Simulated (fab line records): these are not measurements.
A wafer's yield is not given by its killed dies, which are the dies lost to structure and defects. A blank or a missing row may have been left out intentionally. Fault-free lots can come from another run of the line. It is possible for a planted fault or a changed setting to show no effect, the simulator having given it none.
Matching of chambers | flow n5 finfet | N5_SDB_PRECLEAN_39 on wet bench-04 has 6 sister chambers
The step cleans in O3/DIW, time 45 s. 6 wafers are shown with their chamber, then 2 later ones without.

## WAFERS PAIRED WITH THEIR CHAMBERS
wafer  | chamber | o3 ppm
L802.5 | 1       | 10.02
L803.5 | 7       | 10.09
L809.1 | 4       | 9.83
L809.6 | 6       | 9.83
L810.2 | 5       | 9.91
L810.3 | 3       | 9.89

## WAFERS WHOSE CHAMBER IS MISSING
wafer  | o3 ppm
L817.3 | 9.95
L819.2 | 9.99

## CHAMBER TAKEN BY EACH
wafer  | from the rows above               | in truth
L817.3 | can't be placed: 5 or 3 or 1      | 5
L819.2 | can't be placed: 1 or 5 or 3 or 7 | 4
Correct placement for 0 of the 2. Unplaceable from these rows: 2, with the true chamber sitting among the candidates in 1. 0 placed wrongly.
How it was worked out, from the rows above alone: a wafer's distance from a chamber is the root of the sum, over the readings, of the square of ((its reading less the chamber's mean) divided by the reading's scatter). If the next closest chamber is less than 2 further off than the closest, the wafer can't be placed; otherwise it belongs to the closest. The mean given for a chamber averages the wafers shown for that chamber. The scatter: with one shown wafer a chamber, the root of the mean of the squares of how far each hidden wafer lies from its nearest shown one.
